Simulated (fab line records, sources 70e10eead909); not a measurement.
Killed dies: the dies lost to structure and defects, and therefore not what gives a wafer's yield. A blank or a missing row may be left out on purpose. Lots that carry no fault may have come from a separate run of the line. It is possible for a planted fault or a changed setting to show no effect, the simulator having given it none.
fab line records	flow nand-harc
record lots=13	wafers=38	last-day=33
route steps=1302 shown A_CHANNEL_HOLE_D1@473 A_CHANNEL_FILL_D1@494 END@1302
lots that met no fault: from a run of the same line without faults
start-h: start of the lot's first displayed wafer, in hours after the record's first day	wait-h: hours since the lot's step before	" identical to the entry in the row above	L1.1+2: a single row standing in for several wafers	- either no value or no given start	* or withheld: withheld	< > ~ a bound
route shown NAME@n: names a module that has steps shown in the file, with the first one's number in the route	usual: average and standard deviation across the fault-free wafers	same: alike in all rows	chamber/n: place in a boat	sites: each site's reading	_std_site: the values' standard deviation	_edge_site: the outer-site mean with the inner-site mean subtracted	radius-mm: how far each site lies from the wafer's centre	mask NAME#n: copy n	behind: the most recent tool/chamber to have shaped the wafer	hold: what put the lot on hold/how long, in hours/how the hold closed	device: names the non-switching transistor (n, p or np)	end of line: tests of these same wafers at the route's end	step lacking rows: just its recipe	killed: not the wafer's yield, but the dies lost to structure and defects at the first sort	map: the dies of a wafer, with x for killed, . for not killed, _ for no die there
set.NAME: the setting that was run; set.NAME@STEP: the one run at that earlier step	model.NAME: the simulator's own value behind a step, which no gauge read
route steps across a sampled set of lots; one table per step, one row per wafer
services: a tool's chamber out of use, with start hour (start-h, from the record's first day; less than 0 if before it), hours out, and reason
## steps
# step NHARC_A_CHANNEL_HOLE_D1_ETCH_21
# recipe bias-v=3000	source-w=withheld	pressure-mtorr=20	time-s=514.3	ar-flow-sccm=375	c4f8-flow-sccm=89.3	o2-flow-sccm=35.7	temp-c=-20	target-depth-a=16000	chemistry=C4F8/O2/Ar
# usual drypump-motor-current-A=5.6/0.46	showerhead-plenum-p-Torr=3.64/0.12	throttle-valve-pct=32.156/0.01
lot.wafer	tool	chamber	start-h	wait-h	drypump-motor-current-A	rf-hours-counter-h	showerhead-plenum-p-Torr	throttle-valve-pct
L662.3	har-etch-01	0	187.04	0.3	5.3	-	3.74	32.167
L662.4	"	1	"	"	6.2	-	3.66	32.147
L662.5	"	1	"	"	6.3	-	3.66	32.150
L663.4	har-etch-02	0	188.19	0.3	5.1	-	3.76	32.172
L663.3	"	1	"	"	5.4	-	3.45	32.170
L663.6	"	1	"	"	5.4	-	3.45	32.153
L664.2	har-etch-02	1	204.37	0.3	5.4	312	3.45	32.159
L664.1	"	0	"	"	5.1	312	3.76	32.152
L664.5	"	1	"	"	5.5	-	3.45	32.142
L665.2	har-etch-02	0	212.75	0.3	5.1	319	3.75	32.178
L665.3	"	1	"	"	5.4	-	3.45	32.161
L665.4	"	0	"	"	5.1	-	3.75	32.156
L666.1	har-etch-01	0	222.13	0.3	5.3	103	3.73	32.136
L666.3	"	1	"	"	6.3	-	3.65	32.169
L666.6	"	0	"	"	5.3	-	3.73	32.160
L667.1	har-etch-01	0	240.07	0.3	5.4	114	3.72	32.173
L667.3	"	0	"	"	5.4	-	3.72	32.158
L667.4	"	1	"	"	6.3	-	3.64	32.155
L669.2	har-etch-02	1	253.51	0.3	5.4	338	3.44	32.159
L669.3	"	1	"	"	5.5	-	3.44	32.158
L669.6	"	0	"	"	5.1	-	3.74	32.146
L671.3	har-etch-02	1	269.40	0.3	5.4	-	3.43	32.145
L671.4	"	0	"	"	5.1	-	3.74	32.162
L671.6	"	1	"	"	5.4	-	3.43	32.155
L670.2	har-etch-01	0	271.42	0.3	5.3	133	3.71	32.141
L670.3	"	0	"	"	5.3	-	3.71	32.151
L670.5	"	0	"	"	5.4	-	3.71	32.167
L672.2	har-etch-01	0	282.85	0.3	5.4	141	3.71	32.166
L672.3	"	0	"	"	5.3	-	3.71	32.149
L672.5	"	0	"	"	5.3	-	3.71	32.150
L674.1	har-etch-01	0	306.89	0.3	5.3	156	3.70	32.164
L674.2	"	1	"	"	6.3	156	3.62	32.156
L674.6	"	1	"	"	6.3	-	3.62	32.148
L681.1	har-etch-01	0	370.65	0.3	5.4	191	3.68	32.149
L681.5	"	1	"	"	6.3	-	3.60	32.162
L684.2	har-etch-02	1	405.06	0.3	5.4	8	3.93	32.151
L684.4	"	1	"	"	5.5	-	3.93	32.156
L684.6	"	0	"	"	5.0	-	3.70	32.162
# step NHARC_A_CHANNEL_HOLE_D1_CD_MEAS_30
# usual cd-nm=90.3/1.7
lot.wafer	tool	chamber	start-h	wait-h	cd-nm
L662.3	cd-sem-01	-	192.01	-	89.3
L662.4	"	-	"	"	87.2
L662.5	"	-	"	"	90.9
L663.3	cd-sem-03	-	193.15	-	93.0
L663.4	"	-	"	"	92.4
L663.6	"	-	"	"	92.6
L664.1	cd-sem-03	-	209.47	-	89.4
L664.2	"	-	"	"	89.1
L664.5	"	-	"	"	90.7
L665.2	cd-sem-03	-	217.76	-	89.3
L665.3	"	-	"	"	91.7
L665.4	"	-	"	"	91.3
L666.1	cd-sem-02	-	227.24	-	89.7
L666.3	"	-	"	"	89.7
L666.6	"	-	"	"	89.4
L667.1	cd-sem-03	-	245.17	-	91.2
L667.3	"	-	"	"	88.3
L667.4	"	-	"	"	91.7
L669.2	cd-sem-02	-	258.53	-	90.6
L669.3	"	-	"	"	91.6
L669.6	"	-	"	"	90.5
L671.3	cd-sem-02	-	274.35	-	88.7
L671.4	"	-	"	"	90.0
L671.6	"	-	"	"	94.4
L670.2	cd-sem-01	-	276.41	-	93.2
L670.3	"	-	"	"	88.9
L670.5	"	-	"	"	93.2
L672.2	cd-sem-03	-	287.89	-	91.4
L672.3	"	-	"	"	89.3
L672.5	"	-	"	"	90.9
L674.1	cd-sem-01	-	312.19	-	92.5
L674.2	"	-	"	"	89.7
L674.6	"	-	"	"	86.9
L681.1	cd-sem-03	-	375.75	-	88.8
L681.5	"	-	"	"	90.0
L684.2	cd-sem-03	-	410.09	-	93.4
L684.4	"	-	"	"	87.7
L684.6	"	-	"	"	94.1
# step NHARC_A_CHANNEL_HOLE_D1_INSPECT_40
# usual raw-defect-count=72/27
lot.wafer	tool	chamber	start-h	wait-h	raw-defect-count
L662.3	defect-inspect-01	-	192.19	-	61
L662.4	"	-	"	"	49
L662.5	"	-	"	"	53
L663.3	defect-inspect-01	-	193.34	-	87
L663.4	"	-	"	"	86
L663.6	"	-	"	"	87
L664.1	defect-inspect-01	-	209.66	-	95
L664.2	"	-	"	"	105
L664.5	"	-	"	"	99
L665.2	defect-inspect-02	-	217.94	-	111
L665.3	"	-	"	"	104
L665.4	"	-	"	"	117
L666.1	defect-inspect-01	-	227.43	-	47
L666.3	"	-	"	"	49
L666.6	"	-	"	"	57
L667.1	defect-inspect-02	-	245.36	-	66
L667.3	"	-	"	"	51
L667.4	"	-	"	"	82
L669.2	defect-inspect-02	-	258.72	-	100
L669.3	"	-	"	"	146
L669.6	"	-	"	"	117
L671.3	defect-inspect-02	-	274.53	-	100
L671.4	"	-	"	"	89
L671.6	"	-	"	"	113
L670.2	defect-inspect-02	-	276.60	-	51
L670.3	"	-	"	"	50
L670.5	"	-	"	"	44
L672.2	defect-inspect-01	-	288.07	-	63
L672.3	"	-	"	"	49
L672.5	"	-	"	"	50
L674.1	defect-inspect-01	-	312.38	-	33
L674.2	"	-	"	"	49
L674.6	"	-	"	"	37
L681.1	defect-inspect-02	-	375.94	-	52
L681.5	"	-	"	"	52
L684.2	defect-inspect-01	-	410.27	-	34
L684.4	"	-	"	"	31
L684.6	"	-	"	"	61
# step NHARC_A_CHANNEL_FILL_D1_ALD_14
# recipe target-thk-a=25	pulse-time-s=10	ald-cycles=25	temp-c=300	material=SiO2
# usual ald-cycles=25/0	heater-power-w=471/38	precursor-pulse-height-rel=1.001/0.02	susceptor-temp-C=300.00/0.19
lot.wafer	tool	chamber	start-h	wait-h	ald-cycles	heater-power-w	precursor-pulse-height-rel	susceptor-temp-C
L663.3	ald-hk-02	3	199.43	0.0	25	416	0.972	299.95
L663.4	"	0	"	"	25	436	1.005	300.26
L663.6	"	3	"	"	25	418	1.033	299.70
L662.3	ald-hk-04	3	199.44	0.0	25	507	0.968	300.26
L662.4	"	1	"	"	25	441	0.999	300.08
L662.5	"	3	"	"	25	513	0.963	300.13
L664.1	ald-hk-04	0	216.84	0.0	25	490	0.983	300.10
L664.2	"	3	"	"	25	506	1.008	299.80
L664.5	"	0	"	"	25	501	1.038	300.01
L665.2	ald-hk-04	0	225.15	0.0	25	509	1.012	299.68
L665.4	"	1	"	"	25	441	0.961	300.15
L665.3	"	2	"	"	25	458	1.001	300.31
L666.3	ald-hk-02	2	234.65	0.1	25	500	1.014	300.10
L666.1	"	0	"	"	25	423	0.979	299.95
L666.6	"	1	"	"	25	441	1.025	299.63
L667.1	ald-hk-04	1	252.60	0.0	25	441	1.016	-
L667.4	"	2	"	"	25	451	0.994	-
L667.3	"	3	"	"	25	507	0.969	-
L669.3	ald-hk-03	2	265.96	0.1	25	510	1.029	299.93
L669.2	"	0	"	"	25	474	1.013	300.14
L669.6	"	2	"	"	25	495	0.986	299.94
L671.3	ald-hk-03	2	281.75	0.0	25	500	1.000	299.97
L671.4	"	3	"	"	25	546	0.996	300.51
L671.6	"	2	"	"	25	502	0.971	299.82
L670.3	ald-hk-02	2	285.11	0.1	25	500	1.040	299.89
L670.2	"	3	"	"	25	413	1.021	300.03
L670.5	"	1	"	"	25	443	1.006	300.14
L672.2	ald-hk-02	1	295.33	0.1	25	454	1.026	299.90
L672.3	"	2	"	"	25	485	0.985	299.98
L672.5	"	0	"	"	25	424	0.968	299.95
L674.1	ald-hk-04	1	318.86	0.1	25	436	0.972	299.86
L674.2	"	2	"	"	25	452	1.004	300.19
L674.6	"	3	"	"	25	495	0.972	300.30
L681.1	ald-hk-02	2	383.14	0.0	22	508	0.983	299.94
L681.5	"	2	"	"	25	532	0.999	299.94
L684.2	ald-hk-04	3	417.51	0.0	25	508	1.006	300.18
L684.4	"	2	"	"	25	465	0.981	299.97
L684.6	"	0	"	"	25	504	1.012	300.19
# step NHARC_END_SORT_01
# recipe temp-c=25
# usual killed-at-array=58/22	killed-at-other=1.0/1.3	killed-at-periphery=5/3.4	killed-dies=64/22	killed-open=3.6/1.8	killed-short=2.4/1.7
# same gross-dies=677
lot.wafer	tool	chamber	start-h	wait-h	killed-at-array	killed-at-other	killed-at-periphery	killed-dies	killed-open	killed-short
L667.1	prober-01	0	630.86	2.5	34	4	4	42	8	1
L667.3	prober-01	0	632.47	3.1	27	2	8	37	6	2
L667.4	prober-01	0	633.27	3.4	34	0	3	37	4	3
# killed by level:class
L667.1 A_CHANNEL_HOLE_D2:chamber-film-flake=11 A_CONTACT:chamber-film-flake=6 THIN_TSV:chamber-film-flake=4 A_STAIRCASE:chamber-film-flake=4 A_DECK1_JOINT:geometric-particle:open=2 A_CHANNEL_HOLE_D1:chamber-film-flake=2 A_DECK1_JOINT:chamber-film-flake=2 P_STI:geometric-particle:open=1
L667.3 A_CHANNEL_HOLE_D2:chamber-film-flake=13 A_CHANNEL_HOLE_D1:chamber-film-flake=4 A_CONTACT:chamber-film-flake=4 P_STI:chamber-film-flake=3 P_GATE:geometric-particle:open=2 P_ZERO_WELL:chamber-film-flake=2 A_STAIRCASE:chamber-film-flake=2 P_M0:geometric-particle:open=1
L667.4 A_CHANNEL_HOLE_D2:chamber-film-flake=16 A_STAIRCASE:chamber-film-flake=5 A_CONTACT:chamber-film-flake=5 A_CHANNEL_HOLE_D1:chamber-film-flake=2 A_CHANNEL_FILL_D2:geometric-particle:open=1 P_GATE:geometric-particle:short=1 P_CONTACT:geometric-particle:open=1 P_M0:geometric-particle:open=1
## services
tool	chamber	start-h	hours	kind
ald-hk-02	-	170.00	10.0	pm
ald-hk-02	0	170.00	10.0	vent-cycle
ald-hk-02	1	170.00	10.0	vent-cycle
ald-hk-02	-	197.95	0.2	repair
ald-hk-03	-	212.70	10.0	pm
ald-hk-04	-	257.87	10.0	pm
ald-hk-04	0	257.87	10.0	vent-cycle
ald-hk-04	1	257.87	10.0	vent-cycle
ald-hk-04	2	257.87	10.0	vent-cycle
ald-hk-04	3	257.87	10.0	vent-cycle
ald-hk-04	0	267.87	-	clean
ald-hk-04	1	267.87	-	clean
ald-hk-04	2	267.87	-	clean
ald-hk-04	3	267.87	-	clean
ald-hk-03	-	276.11	3.5	repair
ald-hk-03	-	288.64	1.4	repair
har-etch-02	-	379.22	17.0	pm
har-etch-02	0	379.22	17.0	vent-cycle
har-etch-02	1	379.22	17.0	vent-cycle
har-etch-02	0	396.22	-	clean
har-etch-02	0	396.22	-	consumable-replace:focus-ring
har-etch-02	1	396.22	-	clean
har-etch-02	1	396.22	-	consumable-replace:focus-ring
har-etch-02	1	396.22	-	consumable-replace:showerhead
## key
first-sign step=NHARC_A_CHANNEL_FILL_D1_ALD_14	reading=ald-cycles	direction=down	sigmas=99+	usual=25	struck=22
effect none on later readings
met-at NHARC_A_CHANNEL_FILL_D1_ALD_14
struck-lots L681
struck-wafers L681.1
tester-left-out L681
not-acting-at NHARC_A_CHANNEL_HOLE_D1_ETCH_21,NHARC_A_CHANNEL_HOLE_D1_CD_MEAS_30,NHARC_A_CHANNEL_HOLE_D1_INSPECT_40
onset-between 295.33 383.14
fault kind=process-parameter-drift	tool=ald-hk-02	chamber=-	onset-h=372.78	steps=NHARC_A_CHANNEL_FILL_D1_ALD_14	channel=ald-cycles	offset=-3	shape=step	end-h=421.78	scope=struck-wafers-only	acts-in=these-recipes-only	stated=25
# tester-left-out: of these lots the tester's yield and bins aren't shown, on N5 and GAA mostly nor the transistor test; their killed dies are dies lost to structure and defects alone, not to doping, threshold or leakage, so they don't give the yield
